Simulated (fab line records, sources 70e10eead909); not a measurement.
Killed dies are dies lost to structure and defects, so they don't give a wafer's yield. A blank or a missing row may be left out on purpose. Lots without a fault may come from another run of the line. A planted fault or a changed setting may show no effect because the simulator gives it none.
Chamber matching | flow nand_harc | NHARC_P_GATE_DESCUM_93 on rie_diel-05: 3 sister chambers
The step chemistry O2, time 3 s. 16 wafers are shown with their chamber, then 5 later ones without.

WAFERS WITH THEIR CHAMBER
wafer  | chamber | showerhead_plenum_p_Torr (Torr) | drypump_motor_current_A (A) | oes_product_au (a.u.)
L573.1 | 0       | 1.97                            | 5.4                         | 1.014
L573.4 | 2       | 1.83                            | 6.3                         | 1.022
L573.6 | 1       | 1.97                            | 5.2                         | 1.010
L574.2 | 2       | 1.83                            | 6.4                         | 1.009
L574.5 | 0       | 1.97                            | 5.4                         | 0.994
L574.6 | 1       | 1.97                            | 5.2                         | 1.002
L576.2 | 0       | 1.97                            | 5.4                         | 0.995
L576.3 | 1       | 1.97                            | 5.2                         | 0.999
L576.6 | 0       | 1.97                            | 5.4                         | 1.003
L581.1 | 0       | 1.96                            | 5.4                         | 1.001
L581.5 | 1       | 1.97                            | 5.2                         | 1.006
L581.6 | 2       | 1.83                            | 6.4                         | 1.016
L583.1 | 1       | 1.97                            | 5.2                         | 0.995
L583.3 | 2       | 1.83                            | 6.4                         | 1.015
L583.4 | 0       | 1.96                            | 5.4                         | 0.983
L585.1 | 1       | 1.97                            | 5.2                         | 1.009

SIGNATURES (means of the wafers above)
reading                  | chamber 0 | chamber 1 | chamber 2 | scatter within a chamber
showerhead_plenum_p_Torr | 1.9667    | 1.9700    | 1.8300    | 0.0032
drypump_motor_current_A  | 5.400     | 5.200     | 6.375     | 0.024
oes_product_au           | 0.99833   | 1.00350   | 1.01550   | 0.00783
Rule: a wafer's distance from a chamber is the root of the sum, over the readings, of the square of ((its reading less the chamber's mean) divided by the reading's scatter). The wafer belongs to the nearest chamber; if the next one is less than 2 further off, it can't be placed. The scatter: the root of (the sum of the squares of (reading less its chamber's mean) over the shown wafers, divided by (wafers less chambers)).

WAFERS WITHOUT THEIR CHAMBER
wafer  | showerhead_plenum_p_Torr (Torr) | drypump_motor_current_A (A) | oes_product_au (a.u.)
L585.6 | 1.83                            | 6.4                         | 1.021
L595.2 | 1.97                            | 5.2                         | 1.008
L595.3 | 1.96                            | 5.4                         | 0.966
L594.3 | 1.96                            | 5.4                         | 0.980
L594.4 | 1.82                            | 6.4                         | 1.022

WHICH CHAMBER EACH WENT THROUGH
wafer  | from the rows above | in truth
L585.6 | 2                   | 2
L595.2 | 1                   | 1
L595.3 | 0                   | 0
L594.3 | 0                   | 0
L594.4 | 2                   | 2
Placed correctly: 5 of 5. Can't be placed from these rows: 0. Placed wrongly: 0.
